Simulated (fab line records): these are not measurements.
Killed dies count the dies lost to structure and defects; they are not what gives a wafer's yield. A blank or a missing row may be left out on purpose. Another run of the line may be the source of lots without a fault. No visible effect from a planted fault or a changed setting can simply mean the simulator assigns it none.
Struck lot and sound lot, side by side | flow n5-finfet | 42 out of 1938 route steps
Sound: wafers L135.1, L135.3, L135.5. The struck wafers were L148.1, L148.4, L148.6. The cause is named last.
Each step with rows lists, per side, the tool, then ch with its chambers, then its first start. Under that, the readings that differ: sound wafers | struck wafers | difference of the means | sigmas: that difference in standard deviations of wafers without a fault.
alike: readings with means less than 2 such deviations apart, plus words and numbers identical on both sides. not compared: withheld readings, readings lacking a value on some wafer, bounds such as >300 that could conceal the same value, and numbers that have no deviation in the record and whose values overlap.
The two part at a step that has a row with sigmas, a row that says differs or no value, or rows on one side only. When numbers do not overlap yet have no deviation, they are printed without sigmas and do not part them. A reading that every wafer of one side lacks parts them only if that side has two wafers or more.

first, 4 steps without rows for these wafers: N5_BEOL_M4_STRIP_36 (strips in N2/H2); N5_BEOL_M4_TRENCH_ETCH_37 (etches SiOC in C4F6/O2, target depth 55.555 nm, time 29.2 s); N5_BEOL_M4_ETCH_41 (etches SiCN in CH3F/O2, target depth 29.9 nm, time 52.5 s); N5_BEOL_M4_STRIP_97 (strips in N2/H2, time 10 s).
N5_BEOL_M4_OCD_MEAS_38:
  sound on ocd-01 at day 8 08:59; struck on ocd-02 at day 12 03:38
  alike: trench-depth-nm
then, 4 steps without rows for these wafers: N5_BEOL_M4_HM_STRIP_39 (strips TiN in peroxide tin strip, target depth 25 nm, time 158 s); N5_BEOL_M4_SRD_40 (time 30 s); N5_BEOL_M4_PRECLEAN_42 (cleans in residue remover, time 60 s); N5_BEOL_M4_SRD_43 (time 30 s).
N5_BEOL_M4_CD_MEAS_35: target cd 18 nm, target cd y 22.4 nm.
  sound on cd-sem-03 at day 8 09:09; struck on cd-sem-01 at day 12 03:47
  alike: cd-nm
then, 2 steps without rows for these wafers: N5_BEOL_M4_DEGAS_44 (time 60 s); N5_BEOL_M4_PRE_CLEAN_45 (time 30 s).
N5_BEOL_M4_ALD_84: deposits TaN, pulse time 2 s, purge time 3 s, co reactant purge time 2 s.
  sound on ald-metal-03 ch 0,1, day 8 09:20; struck on ald-metal-03 ch 0,2, day 12 04:26
  alike: heater-power-w, susceptor-temp-C
then, 6 steps without rows for these wafers: N5_BEOL_M4_SURFACE_TREAT_85; N5_BEOL_M4_CVD_47 (deposits Co from CCTBA/H2, target thk 3 nm, time 223.8 s); N5_BEOL_M4_SPUTTER_48 (material Cu, target thk 4.5 nm, time 8.29 s); N5_BEOL_M4_ANNEAL_49 (time 240 s); N5_BEOL_M4_SPUTTER_79 (material Cu, target thk 4.5 nm, time 8.29 s); N5_BEOL_M4_ANNEAL_80 (time 240 s).
N5_BEOL_M4_SPUTTER_81: material Cu, target thk 4.5 nm, time 8.29 s.
  sound on pvd-sputter-01 at day 8 10:13; struck on pvd-sputter-02 at day 12 05:47
  alike: susceptor-temp-C, throttle-valve-pct
N5_BEOL_M4_ANNEAL_82: time 240 s.
  sound on pvd-sputter-01 at day 8 10:18; struck on pvd-sputter-02 at day 12 05:53
  alike: heater-power-w, susceptor-temp-C, susceptor_temp_C_max
then, 5 steps without rows for these wafers: N5_BEOL_M4_SPUTTER_86 (material Cu, target thk 4.5 nm, time 8.29 s); N5_BEOL_M4_ANNEAL_87 (time 240 s); N5_BEOL_M4_SPUTTER_88 (material Cu, target thk 4.5 nm, time 8.29 s); N5_BEOL_M4_ANNEAL_89 (time 240 s); N5_BEOL_M4_SPUTTER_90 (material Cu, target thk 4.5 nm, time 8.29 s).
N5_BEOL_M4_ANNEAL_91: time 240 s.
  sound on pvd-sputter-01 at day 8 10:58; struck on pvd-sputter-02 at day 12 06:37
  alike: heater-power-w, susceptor-temp-C, susceptor_temp_C_max
N5_BEOL_M4_SPUTTER_92: material Cu, target thk 4.5 nm, time 8.29 s.
  sound on pvd-sputter-01 at day 8 11:06; struck on pvd-sputter-02 at day 12 06:47
  alike: susceptor-temp-C, throttle-valve-pct
then, 3 steps without rows for these wafers: N5_BEOL_M4_ANNEAL_93 (time 240 s); N5_BEOL_M4_SPUTTER_94 (material Cu, target thk 4.5 nm, time 8.29 s); N5_BEOL_M4_ANNEAL_95 (time 240 s).
N5_BEOL_M4_SPUTTER_96: material Cu, target thk 4.5 nm, time 8.29 s.
  sound on pvd-sputter-01 at day 8 11:32; struck on pvd-sputter-02 at day 12 07:16
  alike: susceptor-temp-C, throttle-valve-pct
then, 3 steps without rows for these wafers: N5_BEOL_M4_ECD_50 (material Cu, target thk 300 nm); N5_BEOL_M4_ANNEAL_51 (time 90 s); N5_BEOL_M4_CMP_52 (polishes, stops on SiOC, t overpolish 6.8 s, target thk 40 nm).
N5_BEOL_M4_THK_MEAS_53: measures by xrf.
  sound on film-metro-02 at day 8 12:20; struck on film-metro-01 at day 12 08:04
  alike: M4_THK
then, 4 steps without rows for these wafers: N5_BEOL_M4_PRE_CLEAN_60 (time 15 s); N5_BEOL_M4_CO_CAP_55 (material Co, precursor CCTBA/H2, target thk 2 nm, time 102.1 s); N5_BEOL_M4_PRE_CLEAN_56 (time 15 s); N5_BEOL_M4_DEP_57 (deposits SiCN from 3MS/NH3, target thk 8 nm, time 14 s).
N5_BEOL_M4_RS_MEAS_58: measurement is done with a four-point probe.
  sound on film-metro-01 at day 8 12:35; struck on film-metro-01 at day 12 08:20
  alike: M4_RS
-- here the record skips 4 days between the struck wafers' starts before and after, leaving off in module BEOL_M4 and picking up in module PASSIVATION (first step shown: number 1936 of the route) --
N5_PASSIVATION_PROBE_49:
  sound on prober-02 at day 12 15:14; struck on prober-02 at day 16 12:19
  reading                  | sound          | struck         | difference | sigmas
  defect-limited-yield (%) | 92.4 91.4 88.4 | 84.7 85.3 87.4 | -4.9       | -4
  killed_at_M4_up          | 13 12 20       | 106 79 67      | +69        | +13
  killed-dies              | 90 102 137     | 181 173 149    | +58        | +3
  sort_bin_5_function (%)  | 4.3 4.2 6.2    | 10.4 9.2 6.8   | +3.9       | +4
  sort_bin_8_speed (%)     | 0 0 0          | 2.20 0 0       | +0.73      | +3
  sort-n-pass              | 1090 1078 1043 | 973 1007 1031  | -67        | -4
  sort-yield-pct (%)       | 92.4 91.4 88.4 | 82.5 85.3 87.4 | -5.7       | -4
  alike: killed_at_M0_to_M3, killed-at-contacts, killed-at-front-end, killed-at-other, killed-open, killed-short, sort_bin_6_memory

WHERE THEY PART
Only at N5_PASSIVATION_PROBE_49, within this record.

WHY: what had been put in by the simulator
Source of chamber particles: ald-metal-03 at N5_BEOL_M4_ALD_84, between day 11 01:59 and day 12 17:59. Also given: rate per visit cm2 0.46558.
